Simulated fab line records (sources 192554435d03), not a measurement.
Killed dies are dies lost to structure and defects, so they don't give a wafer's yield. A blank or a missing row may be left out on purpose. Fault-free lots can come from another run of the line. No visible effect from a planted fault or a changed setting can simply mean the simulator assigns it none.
The tool behind it: which one? / flow n5_finfet / 11 lots, 33 wafers sampled, at 1 step of a route of 1938

== WHAT THE GAUGES SHOWED, per wafer ==
N5_BEOL_M6_INSPECT_30: inspects for defects (brightfield).
lot=L074; measured=day 9 04:15; on=defect_inspect-02; raw_defect_count=548 390 494
lot=L077; measured=day 9 06:04; on=defect_inspect-01; raw_defect_count=429 516 394
lot=L079; measured=day 9 20:02; on=defect_inspect-01; raw_defect_count=423 366 349
lot=L081; measured=day 10 09:13; on=defect_inspect-02; raw_defect_count=386 391 403
lot=L084; measured=day 11 03:17; on=defect_inspect-02; raw_defect_count=277 386 309
lot=L086; measured=day 11 17:55; on=defect_inspect-01; raw_defect_count=339 390 530
lot=L089; measured=day 12 20:07; on=defect_inspect-01; raw_defect_count=256 261 304
lot=L090; measured=day 12 23:56; on=defect_inspect-01; raw_defect_count=386 268 463
lot=L093; measured=day 13 13:32; on=defect_inspect-02; raw_defect_count=459 344 439
lot=L092; measured=day 13 19:19; on=defect_inspect-02; raw_defect_count=468 284 386
lot=L097; measured=day 14 12:59; on=defect_inspect-01; raw_defect_count=347 368 596

== TOOL THAT RAN EACH LOT (tool first, then ch and the chambers of the sampled wafers, then the start) ==
There is no process step in the record ahead of these readings.

== THE ANSWER, worked out from the rows above alone ==
Rule: the lots themselves supply what counts as usual. Put in order of their means at a reading, lots are off if they are a third of the lots or fewer, leave a main group of 4 or more, and stand apart from it by a gap of 3 or more times the standard deviation of the main group's means; of several such gaps the widest counts. A main group whose means are all the same, to the digits that the tables above print for the reading, isn't used. Also off: a lot with no number at a reading for which 4 or more lots have one. All remaining lots with rows at the step are treated as sound.
None of the lots is off at any reading shown; this tells nothing.

== WHAT THE SIMULATOR PUT IN ==
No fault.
